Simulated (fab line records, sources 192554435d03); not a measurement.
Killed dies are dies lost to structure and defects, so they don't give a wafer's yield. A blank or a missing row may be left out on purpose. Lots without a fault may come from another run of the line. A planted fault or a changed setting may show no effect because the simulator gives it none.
Chamber matching | flow n5_finfet | N5_BEOL_M1_ETCH_63 on rie_diel-04: 4 sister chambers
The step etches SiARC in CF4, target depth 15.6 nm, time 26 s. 20 wafers are shown with their chamber, then 10 later ones without.

WAFERS WITH THEIR CHAMBER
wafer  | chamber | drypump_motor_current_A (A) | showerhead_plenum_p_Torr (Torr) | throttle_valve_pct (%)
L076.1 | 1       | 6.1                         | 2.23                            | 15.51
L076.2 | 2       | 5.7                         | 2.12                            | 15.89
L076.4 | 3       | 5.8                         | 2.12                            | 15.80
L084.2 | 0       | 5.6                         | 2.12                            | 15.96
L084.4 | 1       | 6.1                         | 2.22                            | 15.52
L084.5 | 0       | 5.6                         | 2.12                            | 15.95
L085.1 | 3       | 5.8                         | 2.12                            | 15.83
L085.3 | 1       | 6.1                         | 2.22                            | 15.53
L085.5 | 3       | 5.8                         | 2.12                            | 15.84
L088.1 | 3       | 5.8                         | 2.11                            | 15.86
L088.4 | 1       | 6.1                         | 2.22                            | 15.55
L088.6 | 0       | 5.6                         | 2.12                            | 15.97
L090.1 | 2       | 5.7                         | 2.12                            | 15.45
L090.3 | 3       | 5.8                         | 2.11                            | 15.85
L090.4 | 0       | 5.6                         | 2.12                            | 15.98
L092.1 | 3       | 5.9                         | 2.11                            | 15.87
L092.2 | 0       | 5.6                         | 2.12                            | 15.97
L092.4 | 1       | 6.1                         | 2.22                            | 15.56
L093.1 | 0       | 5.6                         | 2.12                            | 15.99
L093.3 | 3       | 5.8                         | 2.11                            | 15.86

SIGNATURES (means of the wafers above)
reading                  | chamber 0 | chamber 1 | chamber 2 | chamber 3 | scatter within a chamber
drypump_motor_current_A  | 5.600     | 6.100     | 5.700     | 5.814     | 0.0231
showerhead_plenum_p_Torr | 2.1200    | 2.2220    | 2.1200    | 2.1143    | 0.00396
throttle_valve_pct       | 15.9700   | 15.5340   | 15.6700   | 15.8443   | 0.0802
Rule: a wafer's distance from a chamber is the root of the sum, over the readings, of the square of ((its reading less the chamber's mean) divided by the reading's scatter). The wafer belongs to the nearest chamber; if the next one is less than 2 further off, it can't be placed. The scatter: the root of (the sum of the squares of (reading less its chamber's mean) over the shown wafers, divided by (wafers less chambers)).

WAFERS WITHOUT THEIR CHAMBER
wafer  | drypump_motor_current_A (A) | showerhead_plenum_p_Torr (Torr) | throttle_valve_pct (%)
L093.4 | 6.1                         | 2.22                            | 15.56
L095.3 | 5.7                         | 2.11                            | 15.47
L095.4 | 6.1                         | 2.22                            | 15.59
L095.6 | 6.1                         | 2.22                            | 15.58
L096.1 | 6.1                         | 2.22                            | 15.59
L096.4 | 6.1                         | 2.22                            | 15.58
L096.5 | 5.6                         | 2.11                            | 15.99
L097.1 | 5.6                         | 2.11                            | 16.01
L097.3 | 5.7                         | 2.11                            | 15.48
L097.5 | 5.6                         | 2.11                            | 15.99

WHICH CHAMBER EACH WENT THROUGH
wafer  | from the rows above | in truth
L093.4 | 1                   | 1
L095.3 | 2                   | 2
L095.4 | 1                   | 1
L095.6 | 1                   | 1
L096.1 | 1                   | 1
L096.4 | 1                   | 1
L096.5 | 0                   | 0
L097.1 | 0                   | 0
L097.3 | 2                   | 2
L097.5 | 0                   | 0
Placed correctly: 10 of 10. Can't be placed from these rows: 0. Placed wrongly: 0.
